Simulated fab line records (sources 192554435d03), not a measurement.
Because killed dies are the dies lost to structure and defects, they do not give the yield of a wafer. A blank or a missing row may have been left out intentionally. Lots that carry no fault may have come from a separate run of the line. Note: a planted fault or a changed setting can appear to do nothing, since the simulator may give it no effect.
Matching of chambers	flow n5_finfet	4 sister chambers for N5_BEOL_M0_SAQP_SPACER2_ALD_26 on ald_sin-03
The step deposits SiO2, target thk 15 nm, pulse time 1 s, purge time 2 s. 8 wafers are shown with their chamber, then 10 later ones without.

## WAFERS PAIRED WITH THEIR CHAMBERS
wafer	chamber	heater_power_w (W)	chamber_pressure_Torr (Torr)
L087.2	1	436	1.996
L088.2	0	480	1.997
L088.6	1	451	1.997
L090.2	3	430	2.000
L090.3	2	379	1.994
L090.6	0	475	2.001
L094.1	3	417	1.999
L094.3	2	376	2.001

## WAFERS WITH NO CHAMBER GIVEN
wafer	heater_power_w (W)	chamber_pressure_Torr (Torr)
L094.4	472	1.997
L095.2	487	2.005
L095.4	362	2.002
L095.5	424	1.994
L096.1	426	2.002
L096.3	384	2.007
L096.6	431	2.003
L097.3	370	2.000
L097.4	427	1.996
L097.6	440	1.996

## THE CHAMBER EACH PASSED THROUGH
wafer	from the rows above	in truth
L094.4	0	0
L095.2	0	0
L095.4	2	2
L095.5	can't be placed: 3 or 1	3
L096.1	3	3
L096.3	2	2
L096.6	can't be placed: 3 or 1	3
L097.3	2	2
L097.4	can't be placed: 3 or 1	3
L097.6	1	1
Correct placement for 7 of the 10. From these rows, 3 cannot be placed; in 3 the true chamber is one of the candidates. 0 placed wrongly.
How it was worked out, from the rows above alone: a wafer's distance from a chamber is the root of the sum, over the readings, of the square of ((its reading less the chamber's mean) divided by the reading's scatter). The wafer belongs to the nearest chamber; if the next one is less than 2 further off, it can't be placed. The mean given for a chamber averages the wafers shown for that chamber. The scatter: take each reading less its chamber's mean, square it, sum over the shown wafers, divide by the number of wafers less the number of chambers, and take the root.
